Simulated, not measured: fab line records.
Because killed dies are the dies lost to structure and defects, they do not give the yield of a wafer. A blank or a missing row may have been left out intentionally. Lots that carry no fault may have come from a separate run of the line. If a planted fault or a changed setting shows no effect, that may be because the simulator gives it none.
Comparing a struck lot with a sound one -- flow n5Finfet -- 19 steps out of a route of 1938
Sound: the wafers L254.1, L254.5, L254.6. The struck wafers were L273.2, L273.3, L273.6. The cause is given at the end.
Each step with rows lists, per side, the tool, then ch with its chambers, then its first start. Under that, the readings that differ: sound wafers -- struck wafers -- difference of the means -- sigmas: that difference in standard deviations of wafers without a fault.
alike: readings with means less than 2 such deviations apart, plus words and numbers identical on both sides. not compared: withheld readings, readings lacking a value on some wafer, bounds such as >300 that could conceal the same value, and numbers that have no deviation in the record and whose values overlap.
The two part at a step that has a row with sigmas, a row that says differs or no value, or rows on one side only. When numbers do not overlap yet have no deviation, they are printed without sigmas and do not part them. Lack of a reading on every wafer of one side parts them only where that side has two or more wafers.

first, 3 steps without rows for these wafers: N5_DUMMY_REMOVAL_PRECLEAN_04 (cleans in DHF, time 37 s); N5_DUMMY_REMOVAL_SRD_05 (time 30 s); N5_HKMG_FIN_IL_REGROW_00 (material SiO2, chemistry O3, target thk 0.75 nm, time 30 s).
N5_HKMG_FIN_HK_ALD_01: deposits HfO2, target thk 1.6 nm, pulse time 3 s, purge time 3 s.
  sound on aldHk-03 ch 1,2, day 4 14:27; struck on aldHk-02 ch 0,3, day 9 10:06
  alike: precursorPulseHeightRel
N5_HKMG_FIN_HK_ANNEAL_02: time 30 s.
  sound on rtpAnneal-01 ch 0, day 4 14:38; struck on rtpAnneal-01 ch 0, day 9 10:19
  alike: lampPowerPct, wafer_temp_C_max
N5_HKMG_FIN_ALD_74: deposits La2O3, target thk 0.5 nm, pulse time 6 s, co reactant pulse time 1 s.
  sound on aldHk-02 ch 0,3, day 4 14:51; struck on aldHk-03 ch 1,3, day 9 10:30
  alike: heaterPowerW, precursorPulseHeightRel, susceptorTempC
N5_HKMG_FIN_ALD_75: deposits Al2O3, target thk 1 nm, co reactant pulse time 1 s.
  sound on aldHk-02 ch 0,3, day 4 14:56; struck on aldHk-03 ch 1,3, day 9 10:35
  alike: heaterPowerW, precursorPulseHeightRel, susceptorTempC
then, 5 steps without rows for these wafers: N5_HKMG_FIN_COAT_41 (time 60 s, resist thk 300 nm); N5_HKMG_FIN_COAT_42 (time 60 s, resist thk 35 nm); N5_HKMG_FIN_COAT_43 (resist thk 90 nm); N5_HKMG_FIN_EBR_45; N5_HKMG_FIN_SOFTBAKE_44 (time 60 s).
N5_HKMG_FIN_EXPOSE_46: exposes mask NDIPOLE.
  sound on arfiScanner-03 ch 0, day 4 15:16; struck on arfiScanner-03 ch 0, day 9 10:55
reading,sound,struck,difference,sigmas
exposureDoseMJCm2,39.99 39.96 39.92,44.15 44.10 44.10,+4.16,+99 or more
  alike: mask
then, 2 steps without rows for these wafers: N5_HKMG_FIN_PEB_47 (peb time 60 s); N5_HKMG_FIN_DEVELOP_48 (develop time 30 s).
N5_HKMG_FIN_CD_MEAS_49 targets a cd of 202 nm.
  sound on cdSem-01 ch 0, day 4 15:24; struck on cdSem-01 ch 0, day 9 11:02
reading,sound,struck,difference,sigmas
cdNm (nm),202.5 201.1 201.8,209.3 210.0 209.4,+7.8,+9
N5_HKMG_FIN_OVL_MEAS_50:
  sound on overlay-02 ch 0, day 4 15:26; struck on overlay-02 ch 0, day 9 11:04
  alike: NDIPOLE_OVL
-- a jump in the record: the struck wafers' starts before and after are 4 days apart (it breaks off in module HKMG_FIN and resumes in module BEOL_M4, where the first step shown is number 1111 of the route) --
N5_BEOL_M4_RC_MEAS_101:
  sound on prober-02 ch 0, day 8 13:46; struck on prober-02 ch 0, day 13 08:44
  alike: DIBL_N, DIBL_P, IOFF_N, IOFF_P, ION_N, ION_P, SS_N, SS_P, VT_N, VT_P
-- a jump in the record: the struck wafers' starts before and after are 5 days apart (it breaks off in module BEOL_M4 and resumes in module PASSIVATION, where the first step shown is number 1936 of the route) --
N5_PASSIVATION_PROBE_49:
  sound on prober-01, day 13 00:42; struck on prober-02, day 17 20:51
reading,sound,struck,difference,sigmas
killed_at_M0_to_M3,25 29 31,51 71 56,+31,+3
  alike: defectLimitedYield, killed_at_M4_up, killedAtContacts, killedAtFrontEnd, killedAtOther, killedDies, killedOpen, killedShort, sort_bin_4_leakage, sort_bin_5_function, sort_bin_6_memory, sortNPass, sortYieldPct

WHERE THEY PART
At N5_HKMG_FIN_EXPOSE_46 first; at N5_PASSIVATION_PROBE_49 last (within this record only).

WHY: what the simulator had put in
Drift in process parameters on arfiScanner-03 at N5_HKMG_FIN_EXPOSE_46, starting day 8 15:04. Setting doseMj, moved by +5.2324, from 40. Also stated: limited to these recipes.
